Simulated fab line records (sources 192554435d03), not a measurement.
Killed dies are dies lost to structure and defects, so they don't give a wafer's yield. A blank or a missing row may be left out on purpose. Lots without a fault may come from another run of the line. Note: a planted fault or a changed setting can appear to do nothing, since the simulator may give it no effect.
Matching of chambers / flow n5 finfet / N5_HKMG_FIN_DESCUM_17 on rie diel-03: 4 sister chambers
The step chemistry O2, time 7.9 s. 16 wafers are shown with their chamber, then 8 later ones without.

WAFERS, EACH WITH ITS CHAMBER
wafer=L082.1; chamber=3; showerhead plenum p Torr (Torr)=2.14; throttle valve pct (%)=20.32; oes product au (a.u.)=0.88
wafer=L082.3; chamber=2; showerhead plenum p Torr (Torr)=2.17; throttle valve pct (%)=20.35; oes product au (a.u.)=0.81
wafer=L082.6; chamber=3; showerhead plenum p Torr (Torr)=2.14; throttle valve pct (%)=20.31; oes product au (a.u.)=0.87
wafer=L087.1; chamber=0; showerhead plenum p Torr (Torr)=1.96; throttle valve pct (%)=20.37; oes product au (a.u.)=0.71
wafer=L087.3; chamber=2; showerhead plenum p Torr (Torr)=2.17; throttle valve pct (%)=20.37; oes product au (a.u.)=0.78
wafer=L087.4; chamber=1; showerhead plenum p Torr (Torr)=2.08; throttle valve pct (%)=20.92; oes product au (a.u.)=0.71
wafer=L088.1; chamber=1; showerhead plenum p Torr (Torr)=2.07; throttle valve pct (%)=20.95; oes product au (a.u.)=0.70
wafer=L088.4; chamber=3; showerhead plenum p Torr (Torr)=2.14; throttle valve pct (%)=20.32; oes product au (a.u.)=0.87
wafer=L088.5; chamber=1; showerhead plenum p Torr (Torr)=2.07; throttle valve pct (%)=20.95; oes product au (a.u.)=0.70
wafer=L089.1; chamber=3; showerhead plenum p Torr (Torr)=2.14; throttle valve pct (%)=20.33; oes product au (a.u.)=0.86
wafer=L089.2; chamber=1; showerhead plenum p Torr (Torr)=2.07; throttle valve pct (%)=20.94; oes product au (a.u.)=0.70
wafer=L089.6; chamber=2; showerhead plenum p Torr (Torr)=2.17; throttle valve pct (%)=20.37; oes product au (a.u.)=0.78
wafer=L091.2; chamber=2; showerhead plenum p Torr (Torr)=2.17; throttle valve pct (%)=20.37; oes product au (a.u.)=0.78
wafer=L091.4; chamber=0; showerhead plenum p Torr (Torr)=1.96; throttle valve pct (%)=20.37; oes product au (a.u.)=0.71
wafer=L091.5; chamber=0; showerhead plenum p Torr (Torr)=1.96; throttle valve pct (%)=20.37; oes product au (a.u.)=0.70
wafer=L094.3; chamber=2; showerhead plenum p Torr (Torr)=2.16; throttle valve pct (%)=20.39; oes product au (a.u.)=0.76

SIGNATURES, as means of the wafers listed above
reading=showerhead plenum p Torr; chamber 0=1.9600; chamber 1=2.0725; chamber 2=2.1680; chamber 3=2.1400; scatter within a chamber=0.00359
reading=throttle valve pct; chamber 0=20.3700; chamber 1=20.9400; chamber 2=20.3700; chamber 3=20.3200; scatter within a chamber=0.0115
reading=oes product au; chamber 0=0.7067; chamber 1=0.7025; chamber 2=0.7820; chamber 3=0.8700; scatter within a chamber=0.0116
Rule: distance of a wafer from a chamber = root of the sum over the readings of ((wafer's reading minus chamber's mean) / reading's scatter) squared. If the next closest chamber is less than 2 further off than the closest, the wafer can't be placed; otherwise it belongs to the closest. The scatter is the square root of a quotient: the sum, over the shown wafers, of each reading's squared deviation from its chamber's mean, divided by wafers minus chambers.

WAFERS WITHOUT THEIR CHAMBER
wafer=L094.5; showerhead plenum p Torr (Torr)=2.13; throttle valve pct (%)=20.34; oes product au (a.u.)=0.83
wafer=L094.6; showerhead plenum p Torr (Torr)=1.96; throttle valve pct (%)=20.39; oes product au (a.u.)=0.70
wafer=L095.3; showerhead plenum p Torr (Torr)=2.07; throttle valve pct (%)=20.96; oes product au (a.u.)=0.69
wafer=L095.5; showerhead plenum p Torr (Torr)=2.16; throttle valve pct (%)=20.40; oes product au (a.u.)=0.77
wafer=L095.6; showerhead plenum p Torr (Torr)=2.13; throttle valve pct (%)=20.34; oes product au (a.u.)=0.84
wafer=L097.3; showerhead plenum p Torr (Torr)=1.96; throttle valve pct (%)=20.41; oes product au (a.u.)=0.69
wafer=L097.4; showerhead plenum p Torr (Torr)=2.16; throttle valve pct (%)=20.40; oes product au (a.u.)=0.76
wafer=L097.5; showerhead plenum p Torr (Torr)=2.07; throttle valve pct (%)=20.96; oes product au (a.u.)=0.69

CHAMBER TAKEN BY EACH
wafer=L094.5; from the rows above=3; in truth=3
wafer=L094.6; from the rows above=0; in truth=0
wafer=L095.3; from the rows above=1; in truth=1
wafer=L095.5; from the rows above=2; in truth=2
wafer=L095.6; from the rows above=3; in truth=3
wafer=L097.3; from the rows above=0; in truth=0
wafer=L097.4; from the rows above=2; in truth=2
wafer=L097.5; from the rows above=1; in truth=1
8 of 8 placed correctly. Number that these rows cannot place: 0. Placed wrongly: 0.
